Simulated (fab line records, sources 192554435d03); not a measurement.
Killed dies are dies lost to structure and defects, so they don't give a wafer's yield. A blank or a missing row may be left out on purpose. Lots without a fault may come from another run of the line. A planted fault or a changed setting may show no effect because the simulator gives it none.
Chamber matching | flow n5_finfet | N5_BEOL_M6_STRIP_67 on rie_diel-06: 4 sister chambers
The step strips in CF4. 4 wafers are shown with their chamber, then 7 later ones without.

WAFERS WITH THEIR CHAMBER
wafer  | chamber | drypump_motor_current_A (A)
L089.1 | 2       | 6.1
L089.3 | 3       | 6.8
L091.3 | 1       | 5.2
L091.4 | 0       | 5.9

WAFERS WITHOUT THEIR CHAMBER
wafer  | drypump_motor_current_A (A)
L091.5 | 6.8
L093.3 | 5.9
L093.5 | 6.2
L093.6 | 6.8
L097.3 | 5.2
L097.5 | 6.8
L097.6 | 5.2

WHICH CHAMBER EACH WENT THROUGH
wafer  | from the rows above | in truth
L091.5 | 3                   | 3
L093.3 | 0                   | 0
L093.5 | 2                   | 2
L093.6 | 3                   | 3
L097.3 | 1                   | 1
L097.5 | 3                   | 3
L097.6 | 1                   | 1
Placed correctly: 7 of 7. Can't be placed from these rows: 0. Placed wrongly: 0.
How it was worked out, from the rows above alone: a wafer's distance from a chamber is the root of the sum, over the readings, of the square of ((its reading less the chamber's mean) divided by the reading's scatter). The wafer belongs to the nearest chamber; if the next one is less than 2 further off, it can't be placed. A chamber's mean is the mean of its shown wafers. The scatter: with one shown wafer a chamber, the root of the mean of the squares of how far each hidden wafer lies from its nearest shown one.
